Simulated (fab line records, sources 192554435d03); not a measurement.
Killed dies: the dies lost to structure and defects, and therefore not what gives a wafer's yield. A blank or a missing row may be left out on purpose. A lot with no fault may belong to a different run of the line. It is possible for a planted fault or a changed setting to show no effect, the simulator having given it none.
Matching of chambers ; flow n5_finfet ; N5_BEOL_M5_DESCUM_16 on rie_diel-06 has 4 sister chambers
The step chemistry O2, time 7 s. 4 wafers are shown with their chamber, then 10 later ones without.

## EACH WAFER AND ITS CHAMBER
wafer;chamber;drypump_motor_current_A (A)
L082.5;2;6.1
L088.5;3;6.1
L092.1;0;5.2
L092.2;1;5.7

## WAFERS MISSING THEIR CHAMBER
wafer;drypump_motor_current_A (A)
L092.3;6.2
L095.1;5.7
L095.2;6.1
L095.3;5.2
L095.4;6.2
L095.5;6.2
L095.6;6.1
L097.2;6.2
L097.3;6.1
L097.5;6.0

## EACH ONE'S CHAMBER
wafer;from the rows above;in truth
L092.3;can't be placed: 2 or 3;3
L095.1;1;1
L095.2;can't be placed: 2 or 3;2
L095.3;0;0
L095.4;can't be placed: 2 or 3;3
L095.5;can't be placed: 2 or 3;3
L095.6;can't be placed: 2 or 3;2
L097.2;can't be placed: 2 or 3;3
L097.3;can't be placed: 2 or 3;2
L097.5;can't be placed: 2 or 3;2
2 of 10 placed correctly. These rows do not allow placing 8 (true chamber among the candidates in 8). Number placed wrongly: 0.
How it was worked out, from the rows above alone: a wafer's distance from a chamber is the root of the sum, over the readings, of the square of ((its reading less the chamber's mean) divided by the reading's scatter). If the next closest chamber is less than 2 further off than the closest, the wafer can't be placed; otherwise it belongs to the closest. The mean given for a chamber averages the wafers shown for that chamber. The scatter: root of mean squared gap, hidden wafer to nearest shown wafer, with one shown wafer a chamber.
